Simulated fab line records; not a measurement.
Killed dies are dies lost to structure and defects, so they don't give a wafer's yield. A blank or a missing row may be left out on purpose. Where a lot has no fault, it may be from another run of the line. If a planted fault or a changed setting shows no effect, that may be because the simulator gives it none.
Chamber matching | flow nand harc | NHARC_A_STAIRCASE_DEP_259 on pecvd-02 has 3 sister chambers
The step deposits SiON, target thk 30 nm. 14 wafers are shown with their chamber, then 7 later ones without.

## EACH WAFER AND ITS CHAMBER
wafer  | chamber | heater power w (W)
L076.1 | 2       | 728
L076.2 | 0       | 810
L076.3 | 1       | 739
L076.4 | 2       | 733
L076.5 | 1       | 764
L076.6 | 0       | 832
L084.2 | 2       | 713
L084.4 | 2       | 729
L084.5 | 1       | 772
L085.1 | 0       | 774
L085.5 | 1       | 819
L085.6 | 2       | 779
L086.1 | 1       | 726
L086.2 | 2       | 686

SIGNATURES (means of the wafers above)
reading        | chamber 0 | chamber 1 | chamber 2 | scatter within a chamber
heater power w | 805.33    | 764.00    | 728.00    | 32.3
Rule: for a wafer and a chamber, the distance is found by dividing, reading by reading, the gap between the wafer's reading and the chamber's mean by the reading's scatter, squaring, summing and taking the root. If the next closest chamber is less than 2 further off than the closest, the wafer can't be placed; otherwise it belongs to the closest. How the scatter is found: for the shown wafers, subtract from each reading the mean of its chamber, square and add these, divide the total by (wafers less chambers), then take the root.

## WAFERS WITHOUT THEIR CHAMBER
wafer  | heater power w (W)
L086.4 | 714
L093.2 | 708
L093.3 | 785
L093.6 | 904
L095.2 | 888
L095.3 | 709
L095.5 | 726

## CHAMBER TAKEN BY EACH
wafer  | from the rows above          | in truth
L086.4 | can't be placed: 2 or 1      | 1
L093.2 | can't be placed: 2 or 1      | 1
L093.3 | can't be placed: 0 or 1 or 2 | 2
L093.6 | can't be placed: 0 or 1      | 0
L095.2 | can't be placed: 0 or 1      | 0
L095.3 | can't be placed: 2 or 1      | 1
L095.5 | can't be placed: 2 or 1      | 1
Placed correctly: 0 of 7. These rows do not allow placing 7 (true chamber among the candidates in 7). Wrongly placed: 0.
